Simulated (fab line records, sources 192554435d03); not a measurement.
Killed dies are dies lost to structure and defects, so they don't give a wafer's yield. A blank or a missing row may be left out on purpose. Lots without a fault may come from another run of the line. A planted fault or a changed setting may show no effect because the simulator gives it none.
fab line records | flow n5_finfet | part 1 of 2: steps 1 to 5 of 6
record lots=8 wafers=24 last_day=18
route steps=1938 shown BEOL_M9@1445 BEOL_M15@1830 PASSIVATION@1936
lots that met no fault: from a run of the same line without faults
start_h: hours from the record's first day to the start of the lot's first wafer shown | wait_h: hours since the lot's step before | " the same as in the row above | L1.1+2: a row that stands for several wafers | - no value, or no start given | * or withheld: withheld | < > ~ a bound
route shown NAME@n: a module of which the file shows steps, and the number in the route of the first | usual: mean/standard deviation of fault-free wafers | same: alike in all rows | chamber/n: place in a boat | sites: the reading at each site | _std_site: their standard deviation | _edge_site: outer sites' mean less inner sites' | radius_mm: how far each site lies from the wafer's centre | mask NAME#n: copy n | behind: the tool/chamber that last shaped the wafer | hold: why the lot was held/for how many hours/how that ended | device: the transistor (n, p or np) that didn't switch | end of line: the same wafers' tests at the end of the route | a step without rows: its recipe alone | killed: dies lost to structure and defects at the first sort, not the wafer's yield | map: a wafer's dies, x killed, . not, _ none there
set.NAME: the setting as run; set.NAME@STEP: as run at that earlier step | model.NAME: the simulator's own value behind a step, which no gauge read
steps of the route over a sample of lots; a table a step, a row a wafer
services: from which hour (start_h, from the record's first day; less than 0 if before it) a tool's chamber was out of use, for how many hours, and why
## steps
# step N5_BEOL_M9_STRIP_36
# recipe chemistry=N2/H2 power_w=450 temp_c=40 pressure_mtorr=20 rf_frequency_hz=6e+07 overash_fraction=0.3 bias_power_w=7 h2_frac=0.5 n2_flow_sccm=200 h2_flow_sccm=200
# usual bias_power_w=6.999/0.022 drypump_motor_current_A=5.9/0.4 oes_product_au=0.82/0.086 power_w=450.2/1.3 rf_vpp_V=59.3/1.4 showerhead_plenum_p_Torr=2.58/0.089 throttle_valve_pct=23.8/0.36
# columns lot.wafer tool chamber start_h wait_h bias_power_w drypump_motor_current_A oes_product_au power_w rf_hours_counter_h rf_vpp_V showerhead_plenum_p_Torr throttle_valve_pct
L751.1 rie_diel-06 2 257.56 0.0 7.025 5.4 0.96 449.4 3 60.4 2.70 23.5
L751.3 " 3 " " 7.025 5.9 0.81 452.9 107 59.0 2.46 23.7
L751.4 " 1 " " 7.036 6.4 0.75 450.6 180 59.7 2.65 24.5
L753.1 rie_diel-05 0 277.81 0.0 7.015 6.8 0.81 450.3 131 58.1 2.65 23.4
L753.4 " 2 " " 7.022 5.1 0.83 450.4 73 57.9 2.48 24.2
L753.5 " 0 " " 7.025 6.8 0.81 452.2 - 59.3 2.65 23.5
L754.1 rie_diel-06 0 278.58 0.0 7.025 5.8 0.91 451.5 23 58.6 2.59 23.7
L754.5 " 2 " " 6.979 5.4 0.93 449.0 - 58.7 2.70 23.4
L754.6 " 3 " " 7.034 5.9 0.81 449.6 - 57.8 2.46 23.7
L759.1 rie_diel-06 2 300.34 0.0 6.981 5.4 0.91 451.3 19 61.3 2.69 23.5
L759.4 " 3 " " 6.976 5.9 0.79 449.5 123 57.8 2.46 23.7
L759.5 " 0 " " 7.000 5.8 0.90 450.5 - 58.9 2.59 23.8
L763.3 rie_diel-03 1 326.36 0.0 6.975 6.1 0.72 453.0 211 59.4 2.51 23.7
L763.5 " 2 " " 6.983 6.1 0.99 449.1 - 58.6 2.60 23.6
L763.6 " 1 " " 7.026 6.1 0.71 450.3 - 60.8 2.50 23.7
L765.1 rie_diel-05 3 347.04 0.0 6.963 5.1 0.90 449.6 39 59.9 2.70 23.6
L765.4 " 0 " " 6.960 6.8 0.78 449.1 - 60.9 2.64 23.4
L765.6 " 3 " " 6.977 5.2 0.89 448.3 - 58.6 2.70 23.6
L766.2 rie_diel-06 0 349.60 0.0 6.989 5.8 0.86 450.2 50 59.7 2.58 23.8
L766.4 " 2 " " 6.993 5.5 0.86 451.0 39 60.6 2.68 23.5
L766.5 " 0 " " 6.997 5.8 0.87 449.5 - 57.6 2.58 23.8
L761.3 rie_diel-06 0 364.68 0.0 7.029 5.8 0.87 447.5 55 61.0 2.58 23.8
L761.4 " 3 " " 6.998 5.9 0.78 451.3 146 58.8 2.45 23.7
L761.5 " 2 " " 7.039 5.4 0.87 450.3 - 58.4 2.68 23.5
# step N5_BEOL_M9_CURE_72
# recipe temp_c=370 time_s=120 ambient=DMADMS/He material=SiCOH_lowk
# usual lamp_power_pct=52.31/0.054 wafer_temp_C_max=371.7/0.56
# same time_s=120
# columns lot.wafer tool chamber start_h wait_h lamp_power_pct wafer_temp_C_max
L751.1 uv_cure-02 1 257.97 0.0 52.37 371.0
L751.3 " 1 " " 52.32 370.7
L751.4 " 1 " " 52.41 370.6
L753.1 uv_cure-01 2 278.22 0.0 52.30 371.8
L753.4 " 2 " " 52.34 371.9
L753.5 " 2 " " 52.35 371.2
L754.1 uv_cure-01 2 278.99 0.0 52.25 372.5
L754.5 " 2 " " 52.31 371.3
L754.6 " 2 " " 52.38 371.8
L759.1 uv_cure-02 1 300.75 0.0 52.31 371.1
L759.4 " 1 " " 52.32 370.7
L759.5 " 1 " " 52.32 371.2
L763.3 uv_cure-03 2 326.87 0.1 52.26 371.3
L763.5 " 2 " " 52.29 371.1
L763.6 " 2 " " 52.30 371.6
L765.1 uv_cure-02 2 347.45 0.0 52.30 372.4
L765.4 " 2 " " 52.41 372.3
L765.6 " 2 " " 52.48 372.4
L766.2 uv_cure-03 2 350.22 0.2 52.25 371.9
L766.4 " 2 " " 52.36 371.4
L766.5 " 2 " " 52.34 371.7
L761.3 uv_cure-02 2 365.19 0.1 52.32 371.5
L761.4 " 2 " " 52.26 371.9
L761.5 " 2 " " 52.27 372.7
# step N5_BEOL_M9_ALD_74
# recipe material=TaN target_thk_a=20 temp_c=275 ald_precursor_family=PDMAT ald_co_reactant=NH3 pressure_torr=3 carrier_flow_sccm=1500 pulse_time_s=2 purge_time_s=3 co_reactant_purge_time_s=2 co_reactant_pulse_time_s=3 ald_cycles=40 precursor_vessel_temp_c=75 precursor_vessel_pressure_torr=26.25 precursor_vessel_carrier_sccm=1000
# usual ald_cycles=40/0 heater_power_w=455/55
# columns lot.wafer tool chamber start_h wait_h ald_cycles heater_power_w
L751.1 ald_metal-04 0 258.57 0.1 29 355
L751.3 " 1 " " 29 510
L751.4 " 3 " " 29 473
L753.1 ald_metal-04 1 279.97 0.0 29 501
L753.4 " 3 " " 29 464
L753.5 " 2 " " 29 418
L754.1 ald_metal-02 0 280.32 0.0 40 383
L754.5 " 2 " " 40 495
L754.6 " 3 " " 40 505
L759.1 ald_metal-02 2 301.74 0.0 40 491
L759.4 " 2 " " 40 474
L759.5 " 3 " " 40 503
L763.3 ald_metal-02 3 327.73 0.0 40 493
L763.5 " 3 " " 40 496
L763.6 " 0 " " 40 381
L765.1 ald_metal-04 3 348.01 0.0 40 477
L765.4 " 2 " " 40 409
L765.6 " 1 " " 40 496
L766.2 ald_metal-04 1 350.71 0.1 40 479
L766.4 " 0 " " 40 376
L766.5 " 2 " " 40 419
L761.3 ald_metal-02 3 365.82 0.1 40 501
L761.4 " 1 " " 40 527
L761.5 " 3 " " 40 492
# step N5_BEOL_M9_RS_MEAS_57
# recipe thk_meas_gauge=four-point-probe reads=Cu_of_BEOL_M9_ECD_50+Co_of_BEOL_M9_CVD_78+TaN_of_BEOL_M9_ALD_74
# usual M9_RS=0.151/0.004
# columns lot.wafer tool chamber start_h wait_h M9_RS[ohm/sq]
L751.1 film_metro-02 - 260.08 0.1 0.142
L751.3 " - " " 0.154
L751.4 " - " " 0.154
L753.1 film_metro-02 - 281.46 0.1 0.149
L753.4 " - " " 0.146
L753.5 " - " " 0.151
L754.1 film_metro-02 - 282.03 0.1 0.149
L754.5 " - " " 0.145
L754.6 " - " " 0.152
L759.1 film_metro-02 - 304.31 0.1 0.146
L759.4 " - " " 0.157
L759.5 " - " " 0.150
L763.3 film_metro-01 - 329.45 0.1 0.154
L763.5 " - " " 0.148
L763.6 " - " " 0.152
L765.1 film_metro-02 - 349.79 0.1 0.145
L765.4 " - " " 0.149
L765.6 " - " " 0.146
L766.2 film_metro-02 - 352.34 0.1 0.154
L766.4 " - " " 0.146
L766.5 " - " " 0.148
L761.3 film_metro-01 - 369.12 0.1 0.151
L761.4 " - " " 0.159
L761.5 " - " " 0.148
# step N5_BEOL_M15_RC_MEAS_101
# usual COMB_M10=1.4e-11/3.2e-12 COMB_M11=1.43e-11/3e-12 COMB_M12=5.8e-12/1.3e-12 COMB_M13=4.5e-12/9.1e-13 COMB_M14=3.1e-12/7.8e-13 COMB_M15=2e-12/5.1e-13 COMB_M5=3.5e-11/7e-12 COMB_M6=2.5e-11/4.8e-12 COMB_M7=2.6e-11/5.3e-12 COMB_M8=2.5e-11/5.8e-12 COMB_M9=1.38e-11/3e-12 COMB_M9_max_site=2e-11/4.8e-12 SERP_M10=3.10/0.096 SERP_M11=3.09/0.086 SERP_M12=0.644/0.016 SERP_M13=0.311/0.0075 SERP_M14=0.162/0.0047 SERP_M5=39.5/1.9 SERP_M6=14.0/0.55 SERP_M7=14.0/0.55 SERP_M7_max_site=14.6/0.63 SERP_M8=13.9/0.54 SERP_M9=3.07/0.099
# columns lot.wafer tool chamber start_h wait_h COMB_M10[S/m] COMB_M11[S/m] COMB_M12[S/m] COMB_M13[S/m] COMB_M14[S/m] COMB_M15[S/m] COMB_M5[S/m] COMB_M6[S/m] COMB_M7[S/m] COMB_M8[S/m] COMB_M9[S/m] COMB_M9_max_site[S/m] SERP_M10[ohm/um] SERP_M11[ohm/um] SERP_M12[ohm/um] SERP_M13[ohm/um] SERP_M14[ohm/um] SERP_M5[ohm/um] SERP_M6[ohm/um] SERP_M7[ohm/um] SERP_M7_max_site[ohm/um] SERP_M8[ohm/um] SERP_M9[ohm/um]
L754.1 prober-02 0 321.14 0.0 1.3e-11 1.67e-11 7.7e-12 5.2e-12 3.1e-12 1.9e-12 2.4e-11 3.2e-11 3.1e-11 2.4e-11 1e-11 1.9e-11 3.11 3.24 0.663 0.309 0.163 40.3 14.3 13.8 14.5 13.7 3.04
L754.5 " 0 " " 1.6e-11 1.88e-11 8.6e-12 6e-12 4.1e-12 2.7e-12 3e-11 2.9e-11 3e-11 1.7e-11 1.19e-11 1.6e-11 3.00 3.12 0.669 0.303 0.170 39.7 13.9 13.7 14.4 13.7 2.95
L754.6 " 0 " " 1.5e-11 1.61e-11 7.2e-12 5.4e-12 3.5e-12 2.1e-12 3.5e-11 2.6e-11 2.6e-11 1.7e-11 1.77e-11 2.9e-11 3.14 3.22 0.622 0.316 0.159 42.7 13.6 13.7 14.1 13.2 3.10
L753.1 prober-01 0 327.25 0.0 1.1e-11 1.54e-11 7.6e-12 3.7e-12 2.8e-12 1.6e-12 2.9e-11 3.1e-11 2.7e-11 1.8e-11 2.28e-11 3.5e-11 3.03 2.91 0.621 0.318 0.174 39.0 13.4 14.3 14.9 13.6 2.97
L753.4 " 0 " " 1.6e-11 1.81e-11 4.3e-12 4.6e-12 3.6e-12 2.1e-12 2.3e-11 3e-11 3.5e-11 2.3e-11 2.39e-11 3.5e-11 3.04 3.17 0.656 0.318 0.162 36.4 12.9 14.0 14.4 13.6 2.93
L753.5 " 0 " " 1.1e-11 1.37e-11 6.4e-12 4.5e-12 4.4e-12 1.8e-12 3.3e-11 2.5e-11 2.5e-11 1.8e-11 3.01e-11 4.8e-11 3.08 3.03 0.607 0.314 0.170 36.5 13.3 13.7 14.3 14.6 3.03
L759.1 prober-02 0 346.88 0.0 1.6e-11 1.42e-11 6.9e-12 7.5e-12 3.4e-12 2.5e-12 2.9e-11 2.4e-11 2.3e-11 3.3e-11 1.41e-11 2.3e-11 3.16 3.05 0.648 0.314 0.161 38.9 14.3 14.5 15.2 14.3 2.93
L759.4 " 0 " " 1.5e-11 1.56e-11 7.5e-12 5e-12 4e-12 2.2e-12 2.5e-11 3e-11 2.9e-11 2.4e-11 1.42e-11 1.9e-11 3.03 3.17 0.671 0.314 0.166 37.9 14.5 13.9 14.1 14.4 3.16
L759.5 " 0 " " 1.5e-11 1.61e-11 7.8e-12 4.7e-12 3.5e-12 2.6e-12 3.1e-11 1.7e-11 2.3e-11 3.4e-11 1.94e-11 2.5e-11 3.08 3.13 0.617 0.313 0.166 37.2 14.5 15.1 16.1 15.0 3.12
L751.1 prober-01 0 349.38 0.0 1.6e-11 1.76e-11 5.8e-12 5.6e-12 3.7e-12 1.9e-12 2.4e-11 3.4e-11 2.1e-11 2.3e-11 2.26e-11 4.2e-11 3.22 2.95 0.678 0.306 0.158 38.7 13.5 14.5 15.1 14.2 2.72
L751.3 " 0 " " 1.6e-11 1.31e-11 4.2e-12 4.5e-12 3.6e-12 2.4e-12 2.5e-11 2.3e-11 2.1e-11 1.8e-11 2.5e-11 3.2e-11 3.09 3.02 0.649 0.307 0.157 38.4 14.9 13.1 14.3 14.0 3.01
L751.4 " 0 " " 2e-11 1.05e-11 4.6e-12 6e-12 1.7e-12 1.1e-12 2.9e-11 2.7e-11 2.3e-11 2.8e-11 2.73e-11 4e-11 3.06 3.10 0.634 0.307 0.167 38.4 13.7 14.1 14.7 14.7 3.07
L763.3 prober-01 0 367.16 0.3 1e-11 1.69e-11 6.5e-12 4.7e-12 2.3e-12 1.6e-12 3.9e-11 2.4e-11 2.3e-11 2.1e-11 1.1e-11 1.4e-11 3.15 2.90 0.641 0.321 0.167 39.8 13.4 13.9 14.8 13.7 3.13
L763.5 " 0 " " 9e-12 1.25e-11 6.1e-12 3.9e-12 2.8e-12 9e-13 3.5e-11 2.6e-11 2.4e-11 3e-11 1.27e-11 1.6e-11 3.20 2.88 0.647 0.323 0.161 38.5 13.8 14.8 15.2 13.1 3.00
L763.6 " 0 " " 1.2e-11 2.82e-11 6.3e-12 3.8e-12 3.1e-12 1e-12 4.3e-11 2.7e-11 2.6e-11 2.6e-11 1.4e-11 1.8e-11 3.21 3.03 0.654 0.298 0.163 41.4 13.5 14.4 14.7 14.1 3.06
L765.1 prober-02 0 387.94 0.0 1.8e-11 1.33e-11 5.6e-12 4.6e-12 2.9e-12 1.8e-12 3.7e-11 2.1e-11 2.9e-11 2.1e-11 1.54e-11 1.9e-11 3.21 3.06 0.631 0.310 0.164 41.3 14.4 13.4 13.8 13.7 2.84
L765.4 " 0 " " 1.6e-11 1.5e-11 6.5e-12 4.4e-12 2.9e-12 2.6e-12 5.5e-11 2e-11 3.1e-11 1.8e-11 1.21e-11 2.1e-11 3.12 3.19 0.649 0.296 0.158 39.5 13.8 13.0 13.3 13.2 3.03
L765.6 " 0 " " 1.8e-11 1.51e-11 6.4e-12 5.2e-12 2.6e-12 2.5e-12 4.6e-11 2.4e-11 2.5e-11 1.6e-11 1.61e-11 2.1e-11 3.26 3.03 0.627 0.306 0.161 38.6 14.8 14.3 15.1 13.6 2.90
L766.2 prober-01 0 393.67 0.2 1.1e-11 1.19e-11 6.4e-12 3.7e-12 2.3e-12 1.8e-12 2.8e-11 3.3e-11 3.4e-11 3.2e-11 1.19e-11 2e-11 2.96 3.09 0.661 0.313 0.157 39.9 14.1 13.8 14.3 13.5 3.11
L766.4 " 0 " " 1.3e-11 1.01e-11 4.9e-12 4.7e-12 2.2e-12 1.8e-12 3.6e-11 2.6e-11 2.5e-11 2.3e-11 1.22e-11 1.6e-11 3.08 3.27 0.655 0.313 0.162 39.6 14.4 13.9 14.0 13.7 3.01
L766.5 " 0 " " 1e-11 1.09e-11 7.2e-12 2.6e-12 2.2e-12 1.4e-12 4.2e-11 2.8e-11 3.1e-11 2.5e-11 1.34e-11 1.9e-11 3.03 3.18 0.661 0.311 0.155 36.5 14.5 14.0 15.3 13.3 2.95
L761.3 prober-02 0 411.93 0.3 1.1e-11 1.4e-11 6.5e-12 5e-12 3.3e-12 1.5e-12 2.5e-11 3.4e-11 2.1e-11 1.8e-11 1.24e-11 1.7e-11 3.25 3.06 0.639 0.303 0.162 41.0 14.7 14.2 14.5 12.5 2.96
L761.4 " 0 " " 1.7e-11 1.28e-11 4.8e-12 5.3e-12 3.1e-12 2.6e-12 3.5e-11 2.3e-11 3e-11 2.6e-11 1.19e-11 2e-11 3.05 3.11 0.638 0.305 0.165 41.1 14.0 14.1 14.7 15.0 3.17
L761.5 " 0 " " 1.8e-11 1.74e-11 6.3e-12 5.3e-12 5.9e-12 1.7e-12 3.5e-11 2.4e-11 2.2e-11 1.9e-11 1.43e-11 3.1e-11 3.23 3.04 0.628 0.304 0.160 39.4 13.6 13.6 14.6 13.9 2.93
# sites COMB_M9 radius_mm=0,75,75,75,75,140,140,140,140
L754.1 1.68e-11 1.28e-11 8.6e-12 1e-11 8e-12 1.02e-11 9e-12 8e-12 1.87e-11
L753.1 2.48e-11 1.87e-11 2.76e-11 1.89e-11 3.05e-11 2e-11 2.28e-11 3.5e-11 2.03e-11
L759.1 2.22e-11 1.25e-11 1.73e-11 2.25e-11 1.41e-11 8.4e-12 1.24e-11 1.36e-11 1.87e-11
L751.1 2.05e-11 2.26e-11 1.29e-11 2.4e-11 2.26e-11 4.16e-11 1.46e-11 2.9e-11 2.46e-11
L763.3 1.24e-11 1.1e-11 8.9e-12 1.23e-11 6.6e-12 1.11e-11 1.42e-11 9.2e-12 1.01e-11
L765.1 1.74e-11 1.78e-11 1.25e-11 1.65e-11 1.49e-11 9.6e-12 1.54e-11 1.43e-11 1.87e-11
L766.2 1.15e-11 9.5e-12 1.19e-11 8.5e-12 1.26e-11 1.97e-11 6.7e-12 1.97e-11 1.42e-11
L761.3 1.24e-11 1.16e-11 9.5e-12 1.54e-11 1.69e-11 1.49e-11 1.18e-11 6.5e-12 1.68e-11
## key
first_sign step=N5_BEOL_M9_ALD_74 reading=ald_cycles direction=down sigmas=99+ usual=* struck=*
effect step=N5_BEOL_M15_RC_MEAS_101 reading=COMB_M9 direction=up sigmas=3.9 usual=1.38e-11 struck=2.53e-11
met_at N5_BEOL_M9_ALD_74
struck_lots L751,L753
not_acting_at N5_BEOL_M9_STRIP_36,N5_BEOL_M9_CURE_72,N5_BEOL_M9_RS_MEAS_57
fault kind=process_parameter_drift tool=ald_metal-04 chamber=- onset_h=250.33 steps=N5_BEOL_M9_ALD_74 channel=ald_cycles offset=* shape=step end_h=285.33 acts_in=* stated=*
